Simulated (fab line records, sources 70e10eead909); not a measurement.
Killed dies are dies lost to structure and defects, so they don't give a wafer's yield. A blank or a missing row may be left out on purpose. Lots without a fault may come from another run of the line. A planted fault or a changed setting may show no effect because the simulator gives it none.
Tool commonality check | flow nand_harc | 3 lots, 9 wafers sampled

WHY IT WAS OPENED
At NHARC_END_SORT_01 the reading killed_at_array is flagged on 3 of 3 lots. Wafers without a fault read 41, standard deviation 10.
Rule: a lot is flagged when every wafer of it that has a number lies more than 4 standard deviations from that mean, or none has a number. The other lots count as sound.

lot  | measured     | on        | killed_at_array, wafer by wafer | flag
L733 | day 31 19:32 | prober-02 | 676 670 670                     | FLAGGED
L735 | day 34 11:05 | prober-02 | 670 673 669                     | FLAGGED
L734 | day 34 12:41 | prober-01 | 670 666 666                     | FLAGGED
The numbers of the flagged lots are 670 on average: +629 against the usual, or +63 standard deviations.

WHICH TOOL RAN EACH LOT
The record holds 4 process steps before the reading, out of a route of 1302 steps. In each cell: the tool, then ch and the chambers that the sampled wafers went through, then the start.
lot  | flag    | NHARC_A_STAIRCASE_ETCH_15                     | NHARC_A_STAIRCASE_TRIM_16                     | NHARC_A_STAIRCASE_ETCH_21          | NHARC_A_STAIRCASE_ETCH_25
L733 | FLAGGED | rie_diel-01 ch 0,1,2, day 23 17:52 or earlier | rie_diel-01 ch 0,2,3, day 23 17:52 or earlier | rie_diel-01 ch 0,1,3, day 23 17:52 | rie_diel-01 ch 1,2,3, day 31 19:32 or earlier
L735 | FLAGGED | rie_diel-08 ch 1,2, day 25 01:30 or earlier   | rie_diel-08 ch 0,1,3, day 25 01:30 or earlier | rie_diel-08 ch 0,3, day 25 01:30   | rie_diel-08 ch 0,2,3, day 34 11:05 or earlier
L734 | FLAGGED | rie_diel-11 ch 1,3, day 25 07:01 or earlier   | rie_diel-11 ch 0,2,3, day 25 07:01 or earlier | rie_diel-01 ch 0,1,3, day 25 07:01 | rie_diel-01 ch 1,2,3, day 34 12:41 or earlier
What these steps do:
- NHARC_A_STAIRCASE_ETCH_15: etches the open film in C4F8/O2, target depth 100 nm, time 40.5 s.
- NHARC_A_STAIRCASE_TRIM_16: chemistry O2, time 211.2 s.
- NHARC_A_STAIRCASE_ETCH_21: etches the open film in C4F8/O2, target depth 100 nm, time 40.5 s.
- NHARC_A_STAIRCASE_ETCH_25: etches the open film in C4F8/O2, target depth 100 nm, time 40.5 s.
- NHARC_END_SORT_01

FLAGGED OVER TOTAL, TOOL BY TOOL (the gauges that took the reading come last)
step                      | tool        | lots run | flagged | share of the flagged lots | sound lots run after its first flagged lot
NHARC_A_STAIRCASE_ETCH_15 | rie_diel-01 | 1        | 1       | some                      | 0
NHARC_A_STAIRCASE_ETCH_15 | rie_diel-08 | 1        | 1       | some                      | 0
NHARC_A_STAIRCASE_ETCH_15 | rie_diel-11 | 1        | 1       | some                      | 0
NHARC_A_STAIRCASE_TRIM_16 | rie_diel-01 | 1        | 1       | some                      | 0
NHARC_A_STAIRCASE_TRIM_16 | rie_diel-08 | 1        | 1       | some                      | 0
NHARC_A_STAIRCASE_TRIM_16 | rie_diel-11 | 1        | 1       | some                      | 0
NHARC_A_STAIRCASE_ETCH_21 | rie_diel-01 | 2        | 2       | some                      | 0
NHARC_A_STAIRCASE_ETCH_21 | rie_diel-08 | 1        | 1       | some                      | 0
NHARC_A_STAIRCASE_ETCH_25 | rie_diel-01 | 2        | 2       | some                      | 0
NHARC_A_STAIRCASE_ETCH_25 | rie_diel-08 | 1        | 1       | some                      | 0
NHARC_END_SORT_01         | prober-01   | 1        | 1       | some                      | 0
NHARC_END_SORT_01         | prober-02   | 2        | 2       | some                      | 0
NHARC_A_STAIRCASE_ETCH_15 gives no start for some lots, so the hours and the order of its lots are those of NHARC_A_STAIRCASE_ETCH_21. NHARC_A_STAIRCASE_TRIM_16 gives no start for some lots, so the hours and the order of its lots are those of NHARC_A_STAIRCASE_ETCH_21. NHARC_A_STAIRCASE_ETCH_25 gives no start for some lots, so the hours and the order of its lots are those of NHARC_END_SORT_01.

WHAT THE TABLE ALLOWS
No row of the table ran every flagged lot.

WHAT THE SIMULATOR HAD PUT IN
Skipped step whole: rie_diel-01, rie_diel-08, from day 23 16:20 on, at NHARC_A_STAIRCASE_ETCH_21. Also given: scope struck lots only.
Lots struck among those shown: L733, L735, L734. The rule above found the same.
